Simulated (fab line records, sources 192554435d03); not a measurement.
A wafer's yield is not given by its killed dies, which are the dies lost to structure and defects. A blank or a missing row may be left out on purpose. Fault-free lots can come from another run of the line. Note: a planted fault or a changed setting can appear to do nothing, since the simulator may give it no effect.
Split-lot experiment / flow n5 finfet / on a route of 1938 steps: 7 lots, 39 wafers read

== ABOUT THE SPLIT ==
At N5_FIN_SAQP_ETCH_69 (etches SOC in N2/H2, stops on SiNx, target depth 150 nm), the setting target depth a was moved away from the recipe's 1500 angstrom on 15 of the 39 wafers read, by -11.5% to +10.6%. For the rest of the wafers, this setting stayed at what the recipe calls for.

The split's own step is where the reading is taken.

== THE READING ==
SOC_of_FIN_SAQP_COAT_68.thk nm (the simulator's own value, which no gauge read), in nm, at N5_FIN_SAQP_ETCH_69 (etches SOC in N2/H2, stops on SiNx, target depth 150 nm). The file gives no usual value for it. Average 6.2 nm, standard deviation 2.2 nm, over the 24 wafers here run with the recipe.

wafer=L078.1; tool, chamber at the split=rie diel-04, 3; target depth a as run, angstrom=1415; against the recipe=-5.7%; SOC_of_FIN_SAQP_COAT_68.thk nm, nm=10.2; against lot-mates on the recipe=+5.1
wafer=L078.2; tool, chamber at the split=rie diel-04, 0; target depth a as run, angstrom=1500; against the recipe=recipe; SOC_of_FIN_SAQP_COAT_68.thk nm, nm=5.8; against lot-mates on the recipe=-
wafer=L078.3; tool, chamber at the split=rie diel-04, 2; target depth a as run, angstrom=1500; against the recipe=recipe; SOC_of_FIN_SAQP_COAT_68.thk nm, nm=4.4; against lot-mates on the recipe=-
wafer=L078.4; tool, chamber at the split=rie diel-04, 1; target depth a as run, angstrom=1415; against the recipe=-5.7%; SOC_of_FIN_SAQP_COAT_68.thk nm, nm=15.4; against lot-mates on the recipe=+10.3
wafer=L078.5; tool, chamber at the split=rie diel-04, 3; target depth a as run, angstrom=1415; against the recipe=-5.7%; SOC_of_FIN_SAQP_COAT_68.thk nm, nm=10; against lot-mates on the recipe=+4.9
wafer=L078.6; tool, chamber at the split=rie diel-04, 2; target depth a as run, angstrom=1500; against the recipe=recipe; SOC_of_FIN_SAQP_COAT_68.thk nm, nm=5.2; against lot-mates on the recipe=-
wafer=L081.1; tool, chamber at the split=rie diel-04, 0; target depth a as run, angstrom=1500; against the recipe=recipe; SOC_of_FIN_SAQP_COAT_68.thk nm, nm=7; against lot-mates on the recipe=-
wafer=L081.2; tool, chamber at the split=rie diel-04, 1; target depth a as run, angstrom=1635; against the recipe=+9.0%; SOC_of_FIN_SAQP_COAT_68.thk nm, nm=3.6; against lot-mates on the recipe=-2.7
wafer=L081.3; tool, chamber at the split=rie diel-04, 2; target depth a as run, angstrom=1500; against the recipe=recipe; SOC_of_FIN_SAQP_COAT_68.thk nm, nm=6; against lot-mates on the recipe=-
wafer=L081.5; tool, chamber at the split=rie diel-04, 2; target depth a as run, angstrom=1500; against the recipe=recipe; SOC_of_FIN_SAQP_COAT_68.thk nm, nm=6; against lot-mates on the recipe=-
wafer=L081.4; tool, chamber at the split=rie diel-04, 3; target depth a as run, angstrom=1635; against the recipe=+9.0%; SOC_of_FIN_SAQP_COAT_68.thk nm, nm=0; against lot-mates on the recipe=-6.3
wafer=L081.6; tool, chamber at the split=rie diel-04, 3; target depth a as run, angstrom=1635; against the recipe=+9.0%; SOC_of_FIN_SAQP_COAT_68.thk nm, nm=0; against lot-mates on the recipe=-6.3
wafer=L083.1; tool, chamber at the split=rie diel-04, 0; target depth a as run, angstrom=1500; against the recipe=recipe; SOC_of_FIN_SAQP_COAT_68.thk nm, nm=6; against lot-mates on the recipe=-
wafer=L083.2; tool, chamber at the split=rie diel-04, 3,2,0; target depth a as run, angstrom=1659; against the recipe=+10.6%; SOC_of_FIN_SAQP_COAT_68.thk nm, nm=0; against lot-mates on the recipe=-8.2
wafer=L083.3; tool, chamber at the split=rie diel-04, 3,2,0; target depth a as run, angstrom=1659; against the recipe=+10.6%; SOC_of_FIN_SAQP_COAT_68.thk nm, nm=0; against lot-mates on the recipe=-8.2
wafer=L083.5; tool, chamber at the split=rie diel-04, 3,2,0; target depth a as run, angstrom=1659; against the recipe=+10.6%; SOC_of_FIN_SAQP_COAT_68.thk nm, nm=0; against lot-mates on the recipe=-8.2
wafer=L083.4; tool, chamber at the split=rie diel-04, 1; target depth a as run, angstrom=1500; against the recipe=recipe; SOC_of_FIN_SAQP_COAT_68.thk nm, nm=11.8; against lot-mates on the recipe=-
wafer=L083.6; tool, chamber at the split=rie diel-04, 3; target depth a as run, angstrom=1500; against the recipe=recipe; SOC_of_FIN_SAQP_COAT_68.thk nm, nm=6.8; against lot-mates on the recipe=-
wafer=L084.1; tool, chamber at the split=rie diel-04, 0; target depth a as run, angstrom=1500; against the recipe=recipe; SOC_of_FIN_SAQP_COAT_68.thk nm, nm=7.2; against lot-mates on the recipe=-
wafer=L084.2; tool, chamber at the split=rie diel-04, 1; target depth a as run, angstrom=1500; against the recipe=recipe; SOC_of_FIN_SAQP_COAT_68.thk nm, nm=11.2; against lot-mates on the recipe=-
wafer=L084.5; tool, chamber at the split=rie diel-04, 1; target depth a as run, angstrom=1500; against the recipe=recipe; SOC_of_FIN_SAQP_COAT_68.thk nm, nm=11.2; against lot-mates on the recipe=-
wafer=L084.3; tool, chamber at the split=rie diel-04, 3; target depth a as run, angstrom=1500; against the recipe=recipe; SOC_of_FIN_SAQP_COAT_68.thk nm, nm=6.6; against lot-mates on the recipe=-
wafer=L084.4; tool, chamber at the split=rie diel-04, 2; target depth a as run, angstrom=1500; against the recipe=recipe; SOC_of_FIN_SAQP_COAT_68.thk nm, nm=4.2; against lot-mates on the recipe=-
wafer=L084.6; tool, chamber at the split=rie diel-04, 2; target depth a as run, angstrom=1500; against the recipe=recipe; SOC_of_FIN_SAQP_COAT_68.thk nm, nm=5.2; against lot-mates on the recipe=-
wafer=L086.2; tool, chamber at the split=rie diel-04, 2; target depth a as run, angstrom=1500; against the recipe=recipe; SOC_of_FIN_SAQP_COAT_68.thk nm, nm=4.6; against lot-mates on the recipe=-
wafer=L086.3; tool, chamber at the split=rie diel-04, 3; target depth a as run, angstrom=1500; against the recipe=recipe; SOC_of_FIN_SAQP_COAT_68.thk nm, nm=5; against lot-mates on the recipe=-
wafer=L086.6; tool, chamber at the split=rie diel-04, 3; target depth a as run, angstrom=1500; against the recipe=recipe; SOC_of_FIN_SAQP_COAT_68.thk nm, nm=5.4; against lot-mates on the recipe=-
wafer=L092.1; tool, chamber at the split=rie diel-03, 0; target depth a as run, angstrom=1327; against the recipe=-11.5%; SOC_of_FIN_SAQP_COAT_68.thk nm, nm=17.2; against lot-mates on the recipe=+11.5
wafer=L092.5; tool, chamber at the split=rie diel-03, 0; target depth a as run, angstrom=1327; against the recipe=-11.5%; SOC_of_FIN_SAQP_COAT_68.thk nm, nm=17.2; against lot-mates on the recipe=+11.5
wafer=L092.2; tool, chamber at the split=rie diel-03, 3; target depth a as run, angstrom=1500; against the recipe=recipe; SOC_of_FIN_SAQP_COAT_68.thk nm, nm=7; against lot-mates on the recipe=-
wafer=L092.3; tool, chamber at the split=rie diel-03, 1; target depth a as run, angstrom=1500; against the recipe=recipe; SOC_of_FIN_SAQP_COAT_68.thk nm, nm=5.6; against lot-mates on the recipe=-
wafer=L092.4; tool, chamber at the split=rie diel-03, 2; target depth a as run, angstrom=1500; against the recipe=recipe; SOC_of_FIN_SAQP_COAT_68.thk nm, nm=4.6; against lot-mates on the recipe=-
wafer=L092.6; tool, chamber at the split=rie diel-03, 1; target depth a as run, angstrom=1327; against the recipe=-11.5%; SOC_of_FIN_SAQP_COAT_68.thk nm, nm=16.8; against lot-mates on the recipe=+11.1
wafer=L095.1; tool, chamber at the split=rie diel-03, 0; target depth a as run, angstrom=1330; against the recipe=-11.3%; SOC_of_FIN_SAQP_COAT_68.thk nm, nm=17.2; against lot-mates on the recipe=+12.9
wafer=L095.2; tool, chamber at the split=rie diel-03, 3; target depth a as run, angstrom=1330; against the recipe=-11.3%; SOC_of_FIN_SAQP_COAT_68.thk nm, nm=16.4; against lot-mates on the recipe=+12.1
wafer=L095.3; tool, chamber at the split=rie diel-03, 2; target depth a as run, angstrom=1330; against the recipe=-11.3%; SOC_of_FIN_SAQP_COAT_68.thk nm, nm=14; against lot-mates on the recipe=+9.7
wafer=L095.4; tool, chamber at the split=rie diel-03, 1; target depth a as run, angstrom=1500; against the recipe=recipe; SOC_of_FIN_SAQP_COAT_68.thk nm, nm=5.2; against lot-mates on the recipe=-
wafer=L095.5; tool, chamber at the split=rie diel-03, 2; target depth a as run, angstrom=1500; against the recipe=recipe; SOC_of_FIN_SAQP_COAT_68.thk nm, nm=3; against lot-mates on the recipe=-
wafer=L095.6; tool, chamber at the split=rie diel-03, 1; target depth a as run, angstrom=1500; against the recipe=recipe; SOC_of_FIN_SAQP_COAT_68.thk nm, nm=4.6; against lot-mates on the recipe=-
When a row names more than one chamber, that row covers several wafers, and the file does not tell which wafer ran in which chamber.

THE FIT
A straight line over all 39 wafers: SOC_of_FIN_SAQP_COAT_68.thk nm changes by -0.764 nm for each +1% of target depth a; r = -0.91; the points scatter about the line by 2.2 nm.
The same after taking each lot's own level away (the mean of its wafers on the recipe; 39 wafers): -0.878 nm for each +1%; r = -0.94; scatter 1.9 nm.
The reading moves by 10 nm for the largest change in target depth a, on that fit.
The span of the lots' own levels, 4.27 to 8.20 nm, comes to 1.8 times the standard deviation stated above.
So the lot-to-lot level changes the slope: the two fits differ.
Check: +10.7 nm against its lot-mates is what the line predicts for one of the wafers moved furthest among these (-11.5%) when that wafer is left out of the fit. Against them it came out at +11.5 nm.

== OTHER SPLITS ON THESE WAFERS ==
These wafers also went through other splits before the reading. Each is held against what the fit with the lots' levels taken away leaves over:
other split on the same wafers=N5_WELL_APT_EXPOSE_05 dose mj; wafers away from the commonest value=12; r with SOC_of_FIN_SAQP_COAT_68.thk nm (lot level and that fit taken away)=-0.09

== FILE'S OWN FIT ==
SOC_of_FIN_SAQP_COAT_68.thk nm changes by -0.89 nm for each +1% of target depth a, r = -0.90.
